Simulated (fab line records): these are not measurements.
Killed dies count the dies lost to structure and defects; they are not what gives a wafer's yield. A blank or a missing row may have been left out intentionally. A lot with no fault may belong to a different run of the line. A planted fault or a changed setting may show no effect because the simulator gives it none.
Which tool is to blame? :: flow n5 finfet :: 10 lots, 28 wafers sampled, at 5 steps of a route of 1938

WHAT EACH GAUGE READ, for each wafer
N5_BEOL_M4_RC_MEAS_101. Usual: DIBL_N 36.0 mV/V, standard deviation 1.3; DIBL_P 36.2 mV/V, standard deviation 1.7; IOFF_N 0.155 nA/um, standard deviation 0.024; IOFF_P 0.21 nA/um, standard deviation 0.034; ION_N 674 uA/um, standard deviation 9; ION_P 463 uA/um, standard deviation 7.1; SS_N 71.4 mV/dec, standard deviation 0.5; SS_P 73.4 mV/dec, standard deviation 0.57; VT_N 250.0 mV, standard deviation 2.8; VT_P -251 mV, standard deviation 3.2.
lot: L902
measured: day 11 04:40
on: prober-01
DIBL_N (mV/V): 35.0 37.0 36.8
DIBL_P (mV/V): 35.0 37.2 37.1
IOFF_N (nA/um): 0.125 0.158 0.155
IOFF_P (nA/um): 0.17 0.20 0.20
ION_N (uA/um): 663 673 667
ION_P (uA/um): 455 454 458
SS_N (mV/dec): 71.2 72.1 71.5
SS_P (mV/dec): 73.1 73.6 73.3
VT_N (mV): 253.3 252.0 248.5
VT_P (mV): -254 -251 -251
flag: 

lot: L903
measured: day 11 09:54
on: prober-01
DIBL_N (mV/V): 35.8 35.7 37.3
DIBL_P (mV/V): 35.3 35.4 37.0
IOFF_N (nA/um): 0.143 0.144 0.171
IOFF_P (nA/um): 0.18 0.19 0.20
ION_N (uA/um): 675 675 680
ION_P (uA/um): 457 458 459
SS_N (mV/dec): 71.1 70.8 71.6
SS_P (mV/dec): 72.9 73.4 73.3
VT_N (mV): 250.7 251.6 249.7
VT_P (mV): -252 -252 -251
flag: 

lot: L905
measured: day 11 18:32
on: prober-01
DIBL_N (mV/V): 36.0 36.1 35.8
DIBL_P (mV/V): 37.6 37.5 36.5
IOFF_N (nA/um): 0.164 0.170 0.153
IOFF_P (nA/um): 0.23 0.24 0.21
ION_N (uA/um): 681 684 684
ION_P (uA/um): 467 474 473
SS_N (mV/dec): 71.3 71.3 71.1
SS_P (mV/dec): 73.5 72.8 73.8
VT_N (mV): 247.5 249.1 250.3
VT_P (mV): -249 -248 -250
flag: 

lot: L907
measured: day 12 01:49
on: prober-02
DIBL_N (mV/V): 33.4 37.6 34.8
DIBL_P (mV/V): 33.2 38.7 34.7
IOFF_N (nA/um): 0.119 0.184 0.129
IOFF_P (nA/um): 0.16 0.24 0.19
ION_N (uA/um): 674 687 670
ION_P (uA/um): 468 469 466
SS_N (mV/dec): 70.7 71.9 71.7
SS_P (mV/dec): 72.5 74.5 72.3
VT_N (mV): 250.9 246.6 250.3
VT_P (mV): -252 -245 -252
flag: 

lot: L919
measured: day 13 08:01
on: prober-02
DIBL_N (mV/V): 38.0 38.5 37.6
DIBL_P (mV/V): 38.1 38.8 37.3
IOFF_N (nA/um): 0.182 0.194 0.169
IOFF_P (nA/um): 0.29 0.30 0.27
ION_N (uA/um): 677 677 682
ION_P (uA/um): 472 472 474
SS_N (mV/dec): 71.6 72.2 71.2
SS_P (mV/dec): 74.0 74.7 73.8
VT_N (mV): 249.0 250.4 250.2
VT_P (mV): -244 -244 -244
flag: 

lot: L915
measured: day 13 22:28
on: prober-01
DIBL_N (mV/V): 34.8 34.8
DIBL_P (mV/V): 35.8 36.5
IOFF_N (nA/um): 0.141 0.150
IOFF_P (nA/um): 0.19 0.21
ION_N (uA/um): 666 667
ION_P (uA/um): 463 464
SS_N (mV/dec): 72.3 72.2
SS_P (mV/dec): 73.6 72.3
VT_N (mV): 248.4 252.6
VT_P (mV): -253 -249
flag: 

lot: L917
measured: day 14 07:26
on: prober-02
DIBL_N (mV/V): 38.0 36.2
DIBL_P (mV/V): 38.0 36.0
IOFF_N (nA/um): 0.180 0.142
IOFF_P (nA/um): 0.24 0.20
ION_N (uA/um): 680 664
ION_P (uA/um): 466 459
SS_N (mV/dec): 71.8 71.0
SS_P (mV/dec): 73.8 73.3
VT_N (mV): 249.6 249.0
VT_P (mV): -252 -252
flag: 

lot: L918
measured: day 14 10:12
on: prober-01
DIBL_N (mV/V): 35.4 34.7 35.4
DIBL_P (mV/V): 37.6 37.2 38.1
IOFF_N (nA/um): 0.143 0.137 0.149
IOFF_P (nA/um): 0.19 0.18 0.20
ION_N (uA/um): 670 666 676
ION_P (uA/um): 459 456 467
SS_N (mV/dec): 71.4 71.4 72.0
SS_P (mV/dec): 73.7 73.1 73.9
VT_N (mV): 252.1 250.1 250.3
VT_P (mV): -254 -253 -251
flag: 

lot: L906
measured: day 15 11:17
on: prober-02
DIBL_N (mV/V): 36.1 36.3 34.5
DIBL_P (mV/V): 37.0 37.2 35.2
IOFF_N (nA/um): 0.162 0.155 0.132
IOFF_P (nA/um): 0.20 0.20 0.18
ION_N (uA/um): 674 663 660
ION_P (uA/um): 458 451 453
SS_N (mV/dec): 71.9 71.7 71.2
SS_P (mV/dec): 73.4 72.9 73.7
VT_N (mV): 249.5 251.1 252.5
VT_P (mV): -251 -254 -254
flag: 

lot: L924
measured: day 15 11:43
on: prober-01
DIBL_N (mV/V): 35.7 34.8 34.3
DIBL_P (mV/V): 34.9 34.3 34.5
IOFF_N (nA/um): 0.135 0.120 0.121
IOFF_P (nA/um): 0.20 0.19 0.19
ION_N (uA/um): 676 668 664
ION_P (uA/um): 464 464 464
SS_N (mV/dec): 70.9 71.0 70.4
SS_P (mV/dec): 73.0 72.4 72.5
VT_N (mV): 251.9 255.6 253.3
VT_P (mV): -251 -249 -250
flag: 

WHICH TOOL RAN EACH LOT (tool, then ch and the chambers of the sampled wafers, then the start)
lot: L902
N5_BEOL_M2_ETCH_70: rie diel-02 ch 1,2, day 9 08:28
N5_BEOL_M2_ALD_84: ald metal-03 ch 0,1, day 9 09:17
N5_BEOL_M2_SURFACE_TREAT_85: pvd sputter-02, day 9 09:31
N5_BEOL_M2_SPUTTER_79: pvd sputter-01, day 9 09:57

lot: L903
N5_BEOL_M2_ETCH_70: rie diel-04 ch 1,2, day 9 08:31
N5_BEOL_M2_ALD_84: ald metal-01 ch 0,1, day 9 09:19
N5_BEOL_M2_SURFACE_TREAT_85: pvd sputter-02, day 9 09:33
N5_BEOL_M2_SPUTTER_79: pvd sputter-02, day 9 10:02

lot: L905
N5_BEOL_M2_ETCH_70: rie diel-02 ch 0,1,2, day 9 14:14
N5_BEOL_M2_ALD_84: ald metal-02 ch 1,3, day 9 15:28
N5_BEOL_M2_SURFACE_TREAT_85: pvd sputter-03, day 9 15:42
N5_BEOL_M2_SPUTTER_79: pvd sputter-01, day 9 16:11

lot: L907
N5_BEOL_M2_ETCH_70: rie diel-04 ch 0,1,2, day 10 05:52
N5_BEOL_M2_ALD_84: ald metal-03 ch 0,1,2, day 10 06:33
N5_BEOL_M2_SURFACE_TREAT_85: pvd sputter-03, day 10 06:52
N5_BEOL_M2_SPUTTER_79: pvd sputter-03, day 10 07:18

lot: L919
N5_BEOL_M2_ETCH_70: rie diel-02 ch 0,2, day 11 11:07
N5_BEOL_M2_ALD_84: ald metal-03 ch 0,1,3, day 11 11:56
N5_BEOL_M2_SURFACE_TREAT_85: pvd sputter-02, day 11 12:19
N5_BEOL_M2_SPUTTER_79: pvd sputter-02, day 11 12:54

lot: L915
N5_BEOL_M2_ETCH_70: rie diel-02 ch 2, day 11 18:32
N5_BEOL_M2_ALD_84: ald metal-03 ch 2,3, day 11 19:19
N5_BEOL_M2_SURFACE_TREAT_85: pvd sputter-03, day 11 19:33
N5_BEOL_M2_SPUTTER_79: pvd sputter-02, day 11 20:03

lot: L917
N5_BEOL_M2_ETCH_70: rie diel-04 ch 1,2, day 12 04:22
N5_BEOL_M2_ALD_84: ald metal-03 ch 0,1, day 12 05:08
N5_BEOL_M2_SURFACE_TREAT_85: pvd sputter-03, day 12 05:31
N5_BEOL_M2_SPUTTER_79: pvd sputter-03, day 12 06:06

lot: L918
N5_BEOL_M2_ETCH_70: rie diel-04 ch 0,1, day 12 10:46
N5_BEOL_M2_ALD_84: ald metal-03 ch 1,2,3, day 12 11:47
N5_BEOL_M2_SURFACE_TREAT_85: pvd sputter-03, day 12 12:04
N5_BEOL_M2_SPUTTER_79: pvd sputter-03, day 12 12:36

lot: L906
N5_BEOL_M2_ETCH_70: rie diel-02 ch 0,1,2, day 13 08:32
N5_BEOL_M2_ALD_84: ald metal-02 ch 1,2,3, day 13 09:42
N5_BEOL_M2_SURFACE_TREAT_85: pvd sputter-01, day 13 09:59
N5_BEOL_M2_SPUTTER_79: pvd sputter-01, day 13 10:26

lot: L924
N5_BEOL_M2_ETCH_70: rie diel-02 ch 2,3, day 13 13:08
N5_BEOL_M2_ALD_84: ald metal-01 ch 0,3, day 13 14:00
N5_BEOL_M2_SURFACE_TREAT_85: pvd sputter-01, day 13 14:14
N5_BEOL_M2_SPUTTER_79: pvd sputter-03, day 13 14:56
- N5_BEOL_M2_ETCH_70: etches SOC in N2/H2, target depth 80 nm, overetch 24 nm, time 130 s.
- N5_BEOL_M2_ALD_84: deposits TaN, pulse time 2 s, purge time 3 s, co reactant purge time 2 s.
- N5_BEOL_M2_SURFACE_TREAT_85
- N5_BEOL_M2_SPUTTER_79: material Cu, target thk 4.5 nm, time 8.29 s.

WHAT THE TOOLS THEMSELVES READ (means of the sampled wafers that have a number; where no wafer has one, the mark that the record gives instead)
N5_BEOL_M2_ETCH_70. Usual: drypump motor current A 5.8 A, standard deviation 0.45; oes product au 0.55 a.u., standard deviation 0.054; rf vpp V 524.0 V, standard deviation 1.5; showerhead plenum p Torr 2.55 Torr, standard deviation 0.048; temp c 39.98 C, standard deviation 0.1; throttle valve pct 17.82 %, standard deviation 0.2.
lot: L902
tool: rie diel-02
drypump motor current A (A): 5.1
oes product au (a.u.): 0.54
rf vpp V (V): 523.6
showerhead plenum p Torr (Torr): 2.53
temp c (C): 39.96
throttle valve pct (%): 18.06
flag: 

lot: L903
tool: rie diel-04
drypump motor current A (A): 5.6
oes product au (a.u.): 0.53
rf vpp V (V): 525.3
showerhead plenum p Torr (Torr): 2.59
temp c (C): 39.98
throttle valve pct (%): 17.79
flag: 

lot: L905
tool: rie diel-02
drypump motor current A (A): 5.6
oes product au (a.u.): 0.57
rf vpp V (V): 523.6
showerhead plenum p Torr (Torr): 2.54
temp c (C): 40.01
throttle valve pct (%): 17.91
flag: 

lot: L907
tool: rie diel-04
drypump motor current A (A): 5.8
oes product au (a.u.): 0.52
rf vpp V (V): 523.0
showerhead plenum p Torr (Torr): 2.55
temp c (C): 40.01
throttle valve pct (%): 17.81
flag: 

lot: L919
tool: rie diel-02
drypump motor current A (A): 5.8
oes product au (a.u.): 0.58
rf vpp V (V): 523.7
showerhead plenum p Torr (Torr): 2.55
temp c (C): 39.93
throttle valve pct (%): 17.87
flag: 

lot: L915
tool: rie diel-02
drypump motor current A (A): 4.9
oes product au (a.u.): 0.52
rf vpp V (V): 523.5
showerhead plenum p Torr (Torr): 2.52
temp c (C): 40.03
throttle valve pct (%): 18.16
flag: 

lot: L917
tool: rie diel-04
drypump motor current A (A): 5.8
oes product au (a.u.): 0.52
rf vpp V (V): 524.8
showerhead plenum p Torr (Torr): 2.56
temp c (C): 40.01
throttle valve pct (%): 17.84
flag: 

lot: L918
tool: rie diel-04
drypump motor current A (A): 5.8
oes product au (a.u.): 0.62
rf vpp V (V): 524.0
showerhead plenum p Torr (Torr): 2.54
temp c (C): 39.92
throttle valve pct (%): 17.56
flag: 

lot: L906
tool: rie diel-02
drypump motor current A (A): 5.6
oes product au (a.u.): 0.54
rf vpp V (V): 523.8
showerhead plenum p Torr (Torr): 2.53
temp c (C): 40.04
throttle valve pct (%): 17.98
flag: 

lot: L924
tool: rie diel-02
drypump motor current A (A): 5.2
oes product au (a.u.): 0.57
rf vpp V (V): 524.5
showerhead plenum p Torr (Torr): 2.54
temp c (C): 40.01
throttle valve pct (%): 18.02
flag: 

N5_BEOL_M2_ALD_84. Usual: heater power w 428 W, standard deviation 29; precursor vessel pressure torr 26.25 Torr, standard deviation 0.048.
lot: L902
tool: ald metal-03
heater power w (W): 410
precursor vessel pressure torr (Torr): 26.24
flag: 

lot: L903
tool: ald metal-01
heater power w (W): 413
precursor vessel pressure torr (Torr): 26.25
flag: 

lot: L905
tool: ald metal-02
heater power w (W): 448
precursor vessel pressure torr (Torr): 26.29
flag: 

lot: L907
tool: ald metal-03
heater power w (W): 411
precursor vessel pressure torr (Torr): 26.28
flag: 

lot: L919
tool: ald metal-03
heater power w (W): 420
precursor vessel pressure torr (Torr): 26.26
flag: 

lot: L915
tool: ald metal-03
heater power w (W): 432
precursor vessel pressure torr (Torr): 26.24
flag: 

lot: L917
tool: ald metal-03
heater power w (W): 398
precursor vessel pressure torr (Torr): 26.27
flag: 

lot: L918
tool: ald metal-03
heater power w (W): 417
precursor vessel pressure torr (Torr): 26.27
flag: 

lot: L906
tool: ald metal-02
heater power w (W): 433
precursor vessel pressure torr (Torr): 26.25
flag: 

lot: L924
tool: ald metal-01
heater power w (W): 456
precursor vessel pressure torr (Torr): 26.21
flag: 

N5_BEOL_M2_SPUTTER_79. Usual: throttle valve pct 29.9 %, standard deviation 1.
lot: L902
tool: pvd sputter-01
throttle valve pct (%): 30.5
flag: 

lot: L903
tool: pvd sputter-02
throttle valve pct (%): 28.3
flag: 

lot: L905
tool: pvd sputter-01
throttle valve pct (%): 29.6
flag: 

lot: L907
tool: pvd sputter-03
throttle valve pct (%): 30.3
flag: 

lot: L919
tool: pvd sputter-02
throttle valve pct (%): 29.4
flag: 

lot: L915
tool: pvd sputter-02
throttle valve pct (%): 27.2
flag: 

lot: L917
tool: pvd sputter-03
throttle valve pct (%): 30.1
flag: 

lot: L918
tool: pvd sputter-03
throttle valve pct (%): 29.9
flag: 

lot: L906
tool: pvd sputter-01
throttle valve pct (%): 29.1
flag: 

lot: L924
tool: pvd sputter-03
throttle valve pct (%): 30.5
flag: 

THE ANSWER, worked out from the rows above alone
Rule: a lot counts as off when the mean over its wafers that have a number is more than 3 standard deviations away from the usual mean. A lot without any number at a reading at which 4 lots or more have one is off too. Where the step has rows for the other lots, those lots are counted as sound. First the gauges in route order, then the tools' own readings, where a lot's mean is used as printed above. The first step at which some lot is off is used, and at that step the reading that is off furthest; a lot without a number counts as furthest.
No lot is off at any reading shown: from this, nothing can be told.

WHAT WAS PUT IN BY THE SIMULATOR
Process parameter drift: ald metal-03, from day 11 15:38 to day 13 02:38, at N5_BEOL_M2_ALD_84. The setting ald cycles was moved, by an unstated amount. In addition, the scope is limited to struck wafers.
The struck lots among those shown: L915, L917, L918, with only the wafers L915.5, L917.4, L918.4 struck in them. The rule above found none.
